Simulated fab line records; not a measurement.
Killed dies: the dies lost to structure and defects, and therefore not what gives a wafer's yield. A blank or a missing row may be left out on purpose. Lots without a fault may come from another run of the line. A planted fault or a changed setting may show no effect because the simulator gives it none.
Chamber matching ; flow n5_finfet ; 4 sister chambers for N5_BEOL_M7_STRIP_67 on rie_diel-03
The step strips in CF4. 14 wafers are shown with their chamber, then 7 later ones without.

== EACH WAFER AND ITS CHAMBER ==
wafer;chamber;showerhead_plenum_p_Torr (Torr);drypump_motor_current_A (A);throttle_valve_pct (%)
L074.1;3;1.86;5.2;13.86
L074.2;1;1.79;5.7;13.72
L074.3;2;1.73;5.5;13.87
L074.4;1;1.79;5.7;13.74
L074.5;2;1.73;5.5;13.87
L074.6;3;1.86;5.2;13.86
L078.1;1;1.79;5.8;13.75
L078.3;0;1.85;5.7;13.84
L078.6;0;1.85;5.6;13.83
L081.2;3;1.85;5.2;13.90
L081.5;2;1.73;5.4;13.92
L081.6;3;1.85;5.3;13.91
L085.1;0;1.85;5.6;13.86
L085.2;2;1.72;5.5;13.94

SIGNATURES, as means of the wafers listed above
reading;chamber 0;chamber 1;chamber 2;chamber 3;scatter within a chamber
showerhead_plenum_p_Torr;1.8500;1.7900;1.7275;1.8550;0.00418
drypump_motor_current_A;5.633;5.733;5.475;5.225;0.0532
throttle_valve_pct;13.8433;13.7367;13.9000;13.8825;0.0261
Rule: distance of a wafer from a chamber = root of the sum over the readings of ((wafer's reading minus chamber's mean) / reading's scatter) squared. The wafer belongs to the nearest chamber; if the next one is less than 2 further off, it can't be placed. How the scatter is found: for the shown wafers, subtract from each reading the mean of its chamber, square and add these, divide the total by (wafers less chambers), then take the root.

== WAFERS MISSING THEIR CHAMBER ==
wafer;showerhead_plenum_p_Torr (Torr);drypump_motor_current_A (A);throttle_valve_pct (%)
L085.3;1.85;5.3;13.91
L085.4;1.78;5.7;13.79
L085.5;1.72;5.5;13.93
L085.6;1.78;5.8;13.78
L095.2;1.84;5.7;13.88
L095.3;1.85;5.3;13.97
L095.5;1.78;5.8;13.83

== THE CHAMBER EACH PASSED THROUGH ==
wafer;from the rows above;in truth
L085.3;3;3
L085.4;1;1
L085.5;2;2
L085.6;1;1
L095.2;0;0
L095.3;3;3
L095.5;1;1
7 of 7 placed correctly. From these rows, 0 cannot be placed. Placed wrongly: 0.
